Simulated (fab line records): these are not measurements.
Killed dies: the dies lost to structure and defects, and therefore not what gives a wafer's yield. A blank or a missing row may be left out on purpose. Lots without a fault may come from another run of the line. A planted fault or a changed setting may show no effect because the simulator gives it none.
Chamber matching || flow n5 finfet || cmp-04 running N5_GATE_CUT_CMP_43: 4 sister chambers
The step polishes SiO2. 4 wafers are shown with their chamber, then 9 later ones without.

== WAFERS PAIRED WITH THEIR CHAMBERS ==
{"wafer": "L078.1", "chamber": 2, "motor current A (A)": 14.1}
{"wafer": "L088.1", "chamber": 0, "motor current A (A)": 11.4}
{"wafer": "L088.3", "chamber": 3, "motor current A (A)": 11.6}
{"wafer": "L088.4", "chamber": 1, "motor current A (A)": 9.9}

== WAFERS MISSING THEIR CHAMBER ==
{"wafer": "L092.1", "motor current A (A)": 11.7}
{"wafer": "L092.2", "motor current A (A)": 13.6}
{"wafer": "L092.3", "motor current A (A)": 10.3}
{"wafer": "L095.1", "motor current A (A)": 11.1}
{"wafer": "L095.4", "motor current A (A)": 14.2}
{"wafer": "L095.6", "motor current A (A)": 11.5}
{"wafer": "L097.3", "motor current A (A)": 10.2}
{"wafer": "L097.4", "motor current A (A)": 11.7}
{"wafer": "L097.5", "motor current A (A)": 11.2}

== EACH ONE'S CHAMBER ==
{"wafer": "L092.1", "from the rows above": "can't be placed: 3 or 0", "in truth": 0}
{"wafer": "L092.2", "from the rows above": 2, "in truth": 2}
{"wafer": "L092.3", "from the rows above": 1, "in truth": 1}
{"wafer": "L095.1", "from the rows above": "can't be placed: 0 or 3", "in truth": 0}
{"wafer": "L095.4", "from the rows above": 2, "in truth": 2}
{"wafer": "L095.6", "from the rows above": "can't be placed: 0 or 3", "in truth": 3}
{"wafer": "L097.3", "from the rows above": 1, "in truth": 1}
{"wafer": "L097.4", "from the rows above": "can't be placed: 3 or 0", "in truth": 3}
{"wafer": "L097.5", "from the rows above": "can't be placed: 0 or 3", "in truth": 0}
Correct placement for 4 of the 9. Cannot be placed on the basis of these rows: 5; the candidates contain the true chamber in 5. Wrongly placed: 0.
How it was worked out, from the rows above alone: a wafer's distance from a chamber is the root of the sum, over the readings, of the square of ((its reading less the chamber's mean) divided by the reading's scatter). The wafer belongs to the nearest chamber; if the next one is less than 2 further off, it can't be placed. For every chamber, the mean is computed from those of its wafers that are shown. The scatter (one wafer shown for each chamber): square how far every hidden wafer sits from the nearest shown wafer, average those squares and take the square root.
